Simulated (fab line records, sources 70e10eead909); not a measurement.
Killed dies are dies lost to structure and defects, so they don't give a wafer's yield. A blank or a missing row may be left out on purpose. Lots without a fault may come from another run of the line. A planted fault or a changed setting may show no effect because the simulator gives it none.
fab line records | flow nand_harc
record lots=24 wafers=72 last_day=33
route steps=1302 shown A_SLIT@939 A_SIN_REMOVE@951 A_WL_FILL@953 A_CONTACT@985
lots that met no fault: from a run of the same line without faults
start_h: hours from the record's first day to the start of the lot's first wafer shown | wait_h: hours since the lot's step before | " the same as in the row above | L1.1+2: a row that stands for several wafers | - no value, or no start given | * or withheld: withheld | < > ~ a bound
route shown NAME@n: a module of which the file shows steps, and the number in the route of the first | usual: mean/standard deviation of fault-free wafers | same: alike in all rows | chamber/n: place in a boat | sites: the reading at each site | _std_site: their standard deviation | _edge_site: outer sites' mean less inner sites' | radius_mm: how far each site lies from the wafer's centre | mask NAME#n: copy n | behind: the tool/chamber that last shaped the wafer | hold: why the lot was held/for how many hours/how that ended | device: the transistor (n, p or np) that didn't switch | end of line: the same wafers' tests at the end of the route | a step without rows: its recipe alone | killed: dies lost to structure and defects at the first sort, not the wafer's yield | map: a wafer's dies, x killed, . not, _ none there
set.NAME: the setting as run; set.NAME@STEP: as run at that earlier step | model.NAME: the simulator's own value behind a step, which no gauge read
steps of the route over a sample of lots; a table a step, a row a wafer
services: from which hour (start_h, from the record's first day; less than 0 if before it) a tool's chamber was out of use, for how many hours, and why
## steps
# step NHARC_A_SLIT_ETCH_17
# recipe bias_v=900 source_w=withheld pressure_mtorr=20 ar_flow_sccm=375 c4f8_flow_sccm=83.3 o2_flow_sccm=41.7 time_s=4254.5 target_depth_a=2.03e+05 chemistry=C4F8/O2/Ar
# usual c4f8_flow_sccm=83.35/0.24 drypump_motor_current_A=5.5/0.61 showerhead_plenum_p_Torr=3.71/0.12 throttle_valve_pct=32.046/0.0086
# columns lot.wafer tool chamber start_h wait_h c4f8_flow_sccm drypump_motor_current_A rf_hours_counter_h showerhead_plenum_p_Torr throttle_valve_pct
L075.2 har_etch-02 0 455.73 - 83.34 6.4 32 3.92 32.050
L075.4 " 1 " " 83.26 5.2 - 3.70 32.036
L075.3 " 0 " " 83.64 6.4 - 3.92 32.034
L074.2 har_etch-02 0 459.63 - 83.56 6.3 35 3.92 32.057
L074.1 " 1 " " 83.46 5.2 35 3.70 32.047
L074.6 " 1 462.64 - 83.44 5.2 - 3.70 32.049
L076.1 har_etch-01 1 470.77 - 83.63 5.5 264 3.64 32.056
L076.2 " 0 " " 83.48 4.7 264 3.64 32.024
L076.5 " 0 473.77 - 83.33 4.8 - 3.64 32.046
L077.2 har_etch-02 1 471.79 - 83.18 5.2 47 3.69 32.035
L077.4 " 1 472.99 - 82.88 5.2 - 3.70 32.038
L077.6 " 0 474.80 - 83.59 6.3 - 3.91 32.054
L079.1 har_etch-01 1 490.87 - 83.43 5.4 276 3.63 32.047
L079.2 " 0 " " 83.52 4.7 276 3.63 32.059
L079.5 " 1 493.30 - 83.30 5.4 - 3.63 32.069
L078.2 har_etch-02 0 492.94 - 83.49 6.4 58 3.91 32.032
L078.3 " 1 494.73 - 83.40 5.2 - 3.69 32.041
L078.6 " 1 495.93 - 83.60 5.2 - 3.69 32.047
L080.3 har_etch-01 0 509.73 - 83.19 4.8 - 3.63 32.043
L080.6 " 1 " " 83.20 5.4 - 3.63 32.046
L080.5 " 0 " " 83.17 4.7 - 3.63 32.050
L081.1 har_etch-02 0 512.26 - 83.08 6.3 70 3.90 32.048
L081.3 " 1 " " 83.25 5.3 - 3.68 32.047
L081.6 " 1 514.09 - 83.10 5.3 - 3.68 32.038
L082.1 har_etch-01 1 540.82 - 83.71 5.4 302 3.62 32.042
L082.3 " 1 542.03 - 83.66 5.4 - 3.62 32.052
L082.5 " 0 543.84 - 83.15 4.7 - 3.62 32.063
L084.3 har_etch-01 1 550.79 - 83.13 5.5 - 3.62 32.062
L084.6 " 0 " " 83.06 4.7 - 3.62 32.052
L084.5 " 1 " " 82.92 5.5 - 3.62 32.057
L083.1 har_etch-02 0 552.62 - 83.51 6.4 89 3.89 32.043
L083.2 " 1 " " 82.89 5.2 89 3.67 32.034
L083.5 " 1 555.66 - 83.01 5.2 - 3.67 32.044
L085.3 har_etch-02 1 558.28 - 83.38 5.2 - 3.67 32.042
L085.5 " 0 " " 83.26 6.4 - 3.89 32.059
L085.6 " 1 " " 83.48 5.2 - 3.67 32.052
L086.2 har_etch-02 1 580.87 - 83.78 5.2 104 3.66 32.043
L086.3 " 1 582.08 - 83.47 5.2 - 3.66 32.031
L086.6 " 0 583.91 - 82.98 6.4 - 3.88 32.040
L087.1 har_etch-01 1 591.02 - 83.40 5.5 325 3.61 32.056
L087.6 " 1 593.39 - 83.46 5.5 - 3.61 32.041
L087.5 " 0 " " 83.71 4.7 - 3.61 32.045
L089.1 har_etch-02 1 591.15 - 83.58 5.2 108 3.66 32.047
L089.4 " 1 592.35 - 83.13 5.2 - 3.66 32.029
L089.3 " 0 " " 83.39 6.4 - 3.88 32.046
L090.2 har_etch-01 1 603.70 - 83.38 5.4 337 3.60 32.050
L090.3 " 0 " " 83.59 4.7 - 3.60 32.044
L090.6 " 1 606.10 - 83.41 5.5 - 3.60 32.041
L088.4 har_etch-02 1 604.48 - 83.62 5.2 - 3.66 32.040
L088.6 " 1 605.70 - 82.97 5.3 - 3.66 32.038
L088.5 " 0 " " 83.78 6.4 - 3.87 32.045
L091.2 har_etch-02 1 626.26 - 83.53 5.2 134 3.65 32.054
L091.3 " 1 627.45 - 83.39 5.2 - 3.65 32.052
L091.6 " 1 628.65 - 83.43 5.2 - 3.65 32.059
L093.2 har_etch-02 0 636.25 - 83.12 6.4 138 3.86 32.043
L093.3 " 1 " " 83.65 5.2 - 3.65 32.042
L093.5 " 0 638.65 - 83.33 6.4 - 3.86 32.046
L092.1 har_etch-01 0 637.14 - 83.53 4.7 360 3.59 32.038
L092.5 " 0 639.54 - 83.37 4.7 - 3.59 32.049
L092.6 " 1 " " 83.49 5.4 - 3.59 32.056
L094.1 har_etch-02 0 639.45 - 82.86 6.3 142 3.86 32.042
L094.3 " 0 640.66 - 82.79 6.4 - 3.86 32.058
L094.6 " 1 642.48 - 83.60 5.3 - 3.64 32.053
L095.1 har_etch-02 1 663.64 - 83.11 5.2 153 3.64 32.046
L095.4 " 0 665.43 - 82.94 6.3 - 3.85 32.032
L095.5 " 1 " " 83.06 5.2 - 3.64 32.039
L096.1 har_etch-01 0 676.74 - 83.58 4.7 379 3.58 32.046
L096.3 " 1 " " 83.30 5.4 - 3.58 32.063
L096.4 " 0 " " 83.39 4.7 - 3.58 32.048
L097.2 har_etch-02 1 687.10 - 83.62 5.2 165 3.63 32.040
L097.4 " 1 688.33 - 83.37 5.2 - 3.63 32.044
L097.5 " 0 " " 83.21 6.4 - 3.85 32.047
# step NHARC_A_SLIT_CD_MEAS_21
# usual cd_nm=289.5/0.72
# columns lot.wafer tool chamber start_h wait_h cd_nm
L075.2 cd_sem-03 - 460.20 - 290.1
L075.3 " - " " 290.5
L075.4 " - " " 289.7
L074.1 cd_sem-02 - 464.67 - 289.9
L074.2 " - " " 290.2
L074.6 " - " " 288.6
L076.1 cd_sem-02 - 475.81 - 290.2
L076.2 " - " " 290.4
L076.5 " - " " 288.8
L077.2 cd_sem-03 - 476.83 - 289.4
L077.4 " - " " 289.8
L077.6 " - " " 289.3
L079.1 cd_sem-03 - 495.93 - 288.6
L079.2 " - " " 290.9
L079.5 " - " " 289.3
L078.2 cd_sem-03 - 497.96 - 288.4
L078.3 " - " " 288.0
L078.6 " - " " 287.6
L080.3 cd_sem-01 - 512.96 - 289.1
L080.5 " - " " 289.7
L080.6 " - " " 289.6
L081.1 cd_sem-01 - 516.82 - 289.4
L081.3 " - " " 289.4
L081.6 " - " " 290.7
L082.1 cd_sem-01 - 545.86 - 289.9
L082.3 " - " " 290.5
L082.5 " - " " 289.1
L084.3 cd_sem-01 - 554.02 - 288.7
L084.5 " - " " 288.5
L084.6 " - " " 288.7
L083.1 cd_sem-01 - 557.69 - 289.1
L083.2 " - " " 288.3
L083.5 " - " " 289.1
L085.3 cd_sem-01 - 561.52 - 289.8
L085.5 " - " " 288.8
L085.6 " - " " 290.1
L086.2 cd_sem-02 - 585.95 - 289.4
L086.3 " - " " 288.7
L086.6 " - " " 289.2
L087.1 cd_sem-03 - 596.09 - 289.3
L087.5 " - " " 289.7
L087.6 " - " " 289.3
L089.1 cd_sem-03 - 596.18 - 290.1
L089.3 " - " " 289.1
L089.4 " - " " 289.5
L090.2 cd_sem-02 - 608.21 - 289.7
L090.3 " - " " 289.1
L090.6 " - " " 289.4
L088.4 cd_sem-03 - 608.34 - 289.4
L088.5 " - " " 289.4
L088.6 " - " " 290.2
L091.2 cd_sem-03 - 630.71 0.1 289.6
L091.3 " - " " 289.2
L091.6 " - " " 288.1
L093.2 cd_sem-01 - 640.68 - 289.5
L093.3 " - " " 289.2
L093.5 " - " " 289.7
L092.1 cd_sem-02 - 642.16 - 289.7
L092.5 " - " " 289.6
L092.6 " - " " 290.0
L094.1 cd_sem-02 - 644.50 - 290.0
L094.3 " - " " 289.8
L094.6 " - " " 290.4
L095.1 cd_sem-01 - 668.63 - 289.8
L095.4 " - " " 290.1
L095.5 " - " " 290.1
L096.1 cd_sem-01 - 681.20 - 288.5
L096.3 " - " " 288.7
L096.4 " - " " 289.4
L097.2 cd_sem-03 - 691.59 - 288.5
L097.4 " - " " 288.9
L097.5 " - " " 289.3
# step NHARC_A_SIN_REMOVE_INSPECT_04
# usual raw_defect_count=398/100
# columns lot.wafer tool chamber start_h wait_h raw_defect_count
L075.2 defect_inspect-02 - 466.87 0.0 402
L075.3 " - " " 319
L075.4 " - " " 249
L074.1 defect_inspect-02 - 471.22 0.0 371
L074.2 " - " " 436
L074.6 " - " " 391
L076.1 defect_inspect-02 - 482.43 0.0 322
L076.2 " - " " 332
L076.5 " - " " 318
L077.2 defect_inspect-02 - 482.44 0.0 439
L077.4 " - " " 401
L077.6 " - " " 395
L079.1 defect_inspect-02 - 502.54 0.0 331
L079.2 " - " " 474
L079.5 " - " " 424
L078.2 defect_inspect-01 - 504.60 0.0 344
L078.3 " - " " 349
L078.6 " - " " 369
L080.3 defect_inspect-02 - 519.61 0.0 349
L080.5 " - " " 370
L080.6 " - " " 353
L081.1 defect_inspect-02 - 524.35 0.0 406
L081.3 " - " " 406
L081.6 " - " " 387
L082.1 defect_inspect-01 - 552.57 0.0 423
L082.3 " - " " 454
L082.5 " - " " 378
L084.3 defect_inspect-02 - 560.67 0.0 363
L084.5 " - " " 358
L084.6 " - " " 354
L083.1 defect_inspect-01 - 564.35 0.0 351
L083.2 " - " " 344
L083.5 " - " " 207
L085.3 defect_inspect-01 - 568.18 0.0 283
L085.5 " - " " 329
L085.6 " - " " 344
L086.2 defect_inspect-02 - 592.56 0.0 326
L086.3 " - " " 320
L086.6 " - " " 308
L089.1 defect_inspect-02 - 602.71 0.0 384
L089.3 " - " " 348
L089.4 " - " " 378
L087.1 defect_inspect-01 - 602.71 0.0 486
L087.5 " - " " 662
L087.6 " - " " 417
L090.2 defect_inspect-02 - 614.84 0.0 680
L090.3 " - " " 523
L090.6 " - " " 562
L088.4 defect_inspect-01 - 614.86 0.0 348
L088.5 " - " " 475
L088.6 " - " " 381
L091.2 defect_inspect-02 - 637.36 0.0 386
L091.3 " - " " 460
L091.6 " - " " 506
L092.1 defect_inspect-02 - 647.35 0.0 388
L092.5 " - " " 431
L092.6 " - " " 443
L093.2 defect_inspect-01 - 647.35 0.0 412
L093.3 " - " " 318
L093.5 " - " " 277
L094.1 defect_inspect-01 - 651.07 0.0 291
L094.3 " - " " 335
L094.6 " - " " 260
L095.1 defect_inspect-02 - 675.28 0.0 746
L095.4 " - " " 852
L095.5 " - " " 490
L096.1 defect_inspect-02 - 687.78 0.0 494
L096.3 " - " " 434
L096.4 " - " " 437
L097.2 defect_inspect-02 - 698.18 0.0 366
L097.4 " - " " 369
L097.5 " - " " 401
# step NHARC_A_WL_FILL_RTA_01
# recipe temp_c=1000 time_s=5
# usual lamp_power_pct=30.1/1.8 lamp_zone_2_pct=30.1/1.8 lamp_zone_3_pct=30.1/1.8 lamp_zone_5_pct=30.1/1.8 wafer_temp_C_max=1003.6/0.98
# columns lot.wafer tool chamber start_h wait_h lamp_power_pct lamp_zone_2_pct lamp_zone_3_pct lamp_zone_5_pct wafer_temp_C_max
L075.2 rtp_anneal-01 0 467.22 - 31.4 31.4 31.5 31.4 1004.0
L075.3 " 0 " " 31.4 31.5 31.4 31.4 1004.2
L075.4 " 0 " " 31.4 31.4 31.4 31.4 1004.5
L074.1 rtp_anneal-01 0 471.71 0.3 31.4 31.4 31.4 31.4 1002.8
L074.2 " 0 " " 31.4 31.5 31.3 31.4 1004.0
L074.6 " 0 " " 31.4 31.4 31.4 31.5 1002.6
L076.1 rtp_anneal-01 0 483.65 - 31.4 31.4 31.4 31.4 1003.5
L076.2 " 0 " " 31.4 31.4 31.4 31.4 1002.8
L076.5 " 0 " " 31.4 31.5 31.4 31.4 1004.0
L077.2 rtp_anneal-02 0 483.85 - 27.6 27.6 27.6 27.6 1003.0
L077.4 " 0 " " 27.6 27.6 27.6 27.6 1003.9
L077.6 " 0 " " 27.6 27.6 27.6 27.6 1004.7
L079.1 rtp_anneal-02 0 502.86 - 27.6 27.6 27.5 27.6 1003.6
L079.2 " 0 " " 27.6 27.6 27.6 27.6 1004.2
L079.5 " 0 " " 27.6 27.6 27.6 27.6 1004.3
L078.2 rtp_anneal-02 0 504.97 - 27.6 27.5 27.6 27.6 1003.5
L078.3 " 0 " " 27.6 27.6 27.6 27.6 1003.9
L078.6 " 0 " " 27.5 27.6 27.6 27.6 1004.9
L080.3 rtp_anneal-01 0 520.01 - 31.4 31.5 31.4 31.4 1003.8
L080.5 " 0 " " 31.4 31.4 31.4 31.4 1003.3
L080.6 " 0 " " 31.4 31.4 31.4 31.4 1003.1
L081.1 rtp_anneal-01 0 524.69 - 31.4 31.4 31.4 31.5 1004.3
L081.3 " 0 " " 31.4 31.5 31.4 31.4 1004.3
L081.6 " 0 " " 31.4 31.4 31.4 31.4 1003.6
L082.1 rtp_anneal-01 0 552.90 - 31.5 31.4 31.4 31.4 1002.9
L082.3 " 0 " " 31.4 31.4 31.5 31.4 1004.0
L082.5 " 0 " " 31.5 31.5 31.4 31.4 1003.6
L084.3 rtp_anneal-02 0 561.05 - 27.6 27.6 27.6 27.6 1004.8
L084.5 " 0 " " 27.6 27.6 27.6 27.6 1004.7
L084.6 " 0 " " 27.6 27.6 27.6 27.6 1003.2
L083.1 rtp_anneal-01 0 564.67 - 31.5 31.4 31.4 31.4 1002.2
L083.2 " 0 " " 31.4 31.4 31.5 31.4 1003.0
L083.5 " 0 " " 31.4 31.4 31.4 31.4 1002.8
L085.3 rtp_anneal-02 0 568.57 - 27.6 27.6 27.6 27.6 1004.1
L085.5 " 0 " " 27.6 27.6 27.6 27.6 1005.4
L085.6 " 0 " " 27.6 27.6 27.6 27.6 1003.8
L086.2 rtp_anneal-01 0 592.95 - 31.5 31.4 31.5 31.5 1003.1
L086.3 " 0 " " 31.4 31.5 31.4 31.4 1002.6
L086.6 " 0 " " 31.4 31.4 31.4 31.4 1003.6
L089.1 rtp_anneal-01 0 603.03 - 31.4 31.4 31.5 31.4 1002.9
L089.3 " 0 " " 31.4 31.5 31.4 31.4 1003.4
L089.4 " 0 " " 31.5 31.4 31.4 31.5 1002.2
L087.1 rtp_anneal-02 0 603.04 - 27.6 27.6 27.6 27.6 1003.4
L087.5 " 0 " " 27.6 27.6 27.6 27.6 1003.6
L087.6 " 0 " " 27.6 27.6 27.6 27.6 1003.4
L090.2 rtp_anneal-02 0 615.20 - 27.6 27.6 27.6 27.6 1004.7
L090.3 " 0 " " 27.6 27.6 27.5 27.6 1004.0
L090.6 " 0 " " 27.6 27.6 27.6 27.6 1004.4
L088.4 rtp_anneal-01 0 615.27 - 31.4 31.4 31.5 31.4 1003.1
L088.5 " 0 " " 31.4 31.5 31.5 31.4 1003.7
L088.6 " 0 " " 31.4 31.4 31.4 31.4 1003.1
L091.2 rtp_anneal-01 0 637.71 - 31.4 31.4 31.4 31.4 1002.2
L091.3 " 0 " " 31.4 31.4 31.5 31.4 1003.1
L091.6 " 0 " " 31.4 31.4 31.4 31.5 1002.8
L092.1 rtp_anneal-01 0 647.69 - 31.4 31.4 31.5 31.4 1003.3
L092.5 " 0 " " 31.4 31.5 31.4 31.4 1003.5
L092.6 " 0 " " 31.5 31.4 31.4 31.5 1003.3
L093.2 rtp_anneal-02 0 647.88 - 27.6 27.6 27.7 27.6 1005.6
L093.3 " 0 " " 27.6 27.6 27.6 27.6 1006.6
L093.5 " 0 " " 27.6 27.6 27.6 27.6 1007.6
L094.1 rtp_anneal-01 0 651.41 - 31.4 31.4 31.4 31.4 1003.3
L094.3 " 0 " " 31.4 31.4 31.4 31.4 1002.5
L094.6 " 0 " " 31.4 31.4 31.4 31.4 1003.3
L095.1 rtp_anneal-01 0 675.60 - 31.4 31.4 31.4 31.4 1004.7
L095.4 " 0 " " 31.5 31.4 31.4 31.4 1003.8
L095.5 " 0 " " 31.4 31.4 31.5 31.4 1003.0
L096.1 rtp_anneal-01 0 688.27 0.3 31.4 31.4 31.5 31.4 1002.6
L096.3 " 0 " " 31.4 31.5 31.4 31.4 1003.1
L096.4 " 0 " " 31.4 31.4 31.5 31.4 1003.1
L097.2 rtp_anneal-01 0 699.86 - 31.4 31.4 31.4 31.4 1003.5
L097.4 " 0 " " 31.4 31.4 31.4 31.4 1002.0
L097.5 " 0 " " 31.4 31.5 31.4 31.4 1003.7
# step NHARC_A_CONTACT_DEP_28
# recipe target_thk_a=70000 temp_c=400 material=aC
# usual throttle_valve_pct=35.000/0.0089
# columns lot.wafer tool chamber start_h wait_h throttle_valve_pct
L074.1 acl_dep-01 0 493.91 5.3 34.998
L074.2 " 0 " " 34.995
L074.6 " 0 497.54 8.9 35.007
L075.2 acl_dep-02 0 495.28 6.6 35.004
L075.3 " 0 " " 35.000
L075.4 " 0 " " 35.006
L076.1 acl_dep-02 0 504.70 2.5 34.993
L076.2 " 0 " " 34.998
L076.5 " 0 507.51 5.3 35.016
L077.2 acl_dep-01 0 506.03 3.8 34.999
L077.4 " 0 507.43 5.2 35.002
L077.6 " 0 508.83 6.6 34.996
L079.1 acl_dep-03 0 524.27 3.2 35.007
L079.2 " 0 " " 35.007
L079.5 " 0 527.06 6.0 34.984
L078.2 acl_dep-02 0 524.28 3.3 35.010
L078.3 " 0 " " 34.998
L078.6 " 0 527.10 6.1 34.997
L080.3 acl_dep-03 0 541.16 1.5 34.996
L080.5 " 0 542.57 2.9 34.989
L080.6 " 0 " " 35.003
L081.1 acl_dep-03 0 547.68 4.0 34.989
L081.3 " 0 549.11 5.4 35.006
L081.6 " 0 551.24 7.6 34.993
L082.1 acl_dep-02 0 575.24 0.1 34.998
L082.3 " 0 576.65 1.5 34.994
L082.5 " 0 578.05 2.9 35.003
L084.3 acl_dep-01 0 580.91 1.5 34.989
L084.5 " 0 582.35 2.9 35.005
L084.6 " 0 " " 35.001
L083.1 acl_dep-02 0 583.36 0.1 34.992
L083.2 " 0 " " 35.006
L083.5 " 0 586.20 2.9 35.008
L085.3 acl_dep-02 0 592.89 4.9 35.013
L085.5 " 0 594.32 6.3 35.006
L085.6 " 0 " " 34.999
L086.2 acl_dep-03 0 614.45 3.1 34.998
L086.3 " 0 " " 35.005
L086.6 " 0 617.32 5.9 34.995
L089.1 acl_dep-01 0 621.33 0.1 35.024
L089.3 " 0 622.75 1.5 34.989
L089.4 " 0 " " 35.020
L087.1 acl_dep-02 0 622.32 1.0 34.990
L087.5 " 0 625.14 3.8 34.989
L087.6 " 0 " " 34.994
L088.4 acl_dep-03 0 638.69 4.4 34.995
L088.5 " 0 " " 35.008
L088.6 " 0 " " 35.000
L090.2 acl_dep-02 0 639.92 2.4 35.007
L090.3 " 0 " " 34.984
L090.6 " 0 642.81 5.3 35.016
L091.2 acl_dep-02 0 660.59 1.5 34.988
L091.3 " 0 " " 34.999
L091.6 " 0 663.39 4.3 34.982
L092.1 acl_dep-01 0 666.58 0.3 35.001
L092.5 " 0 669.43 3.2 34.987
L092.6 " 0 " " 35.000
L093.2 acl_dep-02 0 666.71 0.8 35.013
L093.3 " 0 " " 35.005
L093.5 " 0 668.83 2.9 34.982
L094.1 acl_dep-01 0 676.49 6.9 35.010
L094.3 " 0 677.90 8.3 34.998
L094.6 " 0 680.02 10.5 35.005
L095.1 acl_dep-03 0 699.41 0.1 35.008
L095.4 " 0 701.54 2.2 35.003
L095.5 " 0 " " 34.992
L096.1 acl_dep-02 0 709.55 0.1 34.997
L096.3 " 0 710.97 1.5 35.003
L096.4 " 0 " " 34.998
L097.2 acl_dep-03 0 719.01 0.8 35.002
L097.4 " 0 720.42 2.2 35.015
L097.5 " 0 " " 35.005
# step NHARC_A_CONTACT_DEP_29
# recipe target_thk_a=1000 target_thk_nm=100 temp_c=400 pressure_torr=3.5 flow_sccm=200 rf_w=350 material=SiON
# usual heater_power_w=742/90
# columns lot.wafer tool chamber start_h wait_h heater_power_w
L074.1 pecvd-03 0 498.32 3.7 775
L074.2 " 1 " " 772
L074.6 " 0 " " 815
L075.3 pecvd-03 0 498.86 2.2 782
L075.2 " 1 " " 761
L075.4 " 2 " " 688
L076.2 pecvd-01 0 508.97 2.9 650
L076.1 " 1 " " 735
L076.5 " 0 " " 667
L077.2 pecvd-03 0 509.58 2.9 748
L077.4 " 2 " " 765
L077.6 " 1 " " 832
L078.2 pecvd-01 0 527.83 2.8 682
L078.3 " 1 " " 753
L078.6 " 2 " " 683
L079.2 pecvd-03 2 528.47 2.8 753
L079.1 " 1 " " 812
L079.5 " 1 " " 849
L080.3 pecvd-03 0 544.01 2.1 830
L080.5 " 0 " " 824
L080.6 " 2 " " 731
L081.1 pecvd-04 0 551.98 3.6 776
L081.3 " 1 " " 597
L081.6 " 0 " " 777
L082.1 pecvd-04 0 579.53 3.6 858
L082.3 " 1 " " 641
L082.5 " 2 " " 598
L084.3 pecvd-03 0 583.84 2.2 894
L084.6 " 0 " " 914
L084.5 " 1 " " 863
L083.1 pecvd-01 0 587.67 3.6 667
L083.2 " 1 " " 762
L083.5 " 1 " " 769
L085.3 pecvd-03 0 595.86 2.3 811
L085.5 " 0 " " 813
L085.6 " 2 " " 630
L086.2 pecvd-03 0 618.06 2.9 892
L086.3 " 2 " " 728
L086.6 " 0 " " 902
L089.1 pecvd-03 0 625.64 3.6 770
L089.3 " 1 " " 855
L089.4 " 2 " " 652
L087.1 pecvd-01 0 626.63 3.6 617
L087.6 " 1 " " 734
L087.5 " 2 " " 612
L088.4 pecvd-03 0 640.92 1.5 829
L088.6 " 1 " " 893
L088.5 " 2 " " 681
L090.3 pecvd-03 0 643.55 2.2 888
L090.2 " 2 " " 653
L090.6 " 0 " " 897
L091.2 pecvd-04 0 664.12 2.8 784
L091.3 " 0 " " 799
L091.6 " 1 " " 687
L093.2 pecvd-03 1 670.30 2.9 771
L093.3 " 2 " " 636
L093.5 " 2 " " 621
L092.1 pecvd-03 2 670.90 3.6 600
L092.5 " 1 " " 907
L092.6 " 2 " " 606
L094.1 pecvd-03 2 680.75 3.6 688
L094.3 " 0 " " 793
L094.6 " 0 " " 777
L095.1 pecvd-04 2 703.71 3.6 615
L095.4 " 1 " " 694
L095.5 " 0 " " 757
L096.1 pecvd-01 0 713.84 3.6 627
L096.3 " 0 " " 646
L096.4 " 2 " " 675
L097.2 pecvd-03 2 722.57 2.9 684
L097.4 " 1 " " 906
L097.5 " 0 " " 930
## services
# columns tool chamber start_h hours kind
pecvd-04 - 450.71 13.0 pm
pecvd-01 2 456.09 16.9 repair
acl_dep-03 - 482.65 13.0 pm
pecvd-01 - 492.08 13.0 pm
pecvd-01 - 521.55 1.8 repair
pecvd-04 - 522.61 1.1 repair
pecvd-01 - 525.54 0.4 repair
har_etch-02 - 531.76 3.6 repair
pecvd-04 2 538.55 2.9 repair
pecvd-03 - 547.02 13.0 pm
pecvd-03 0 547.02 13.0 vent_cycle
pecvd-03 1 547.02 13.0 vent_cycle
pecvd-03 2 547.02 13.0 vent_cycle
acl_dep-01 - 548.50 13.0 pm
pecvd-03 0 560.02 - clean
har_etch-01 - 584.88 4.3 repair
pecvd-03 1 588.20 11.1 repair
acl_dep-02 - 606.99 13.0 pm
pecvd-04 - 631.71 13.0 pm
pecvd-04 2 661.68 5.1 repair
acl_dep-03 - 663.65 13.0 pm
pecvd-01 - 673.32 13.0 pm
pecvd-01 - 701.79 2.9 repair
pecvd-01 1 706.39 13.9 repair
## key
fault none
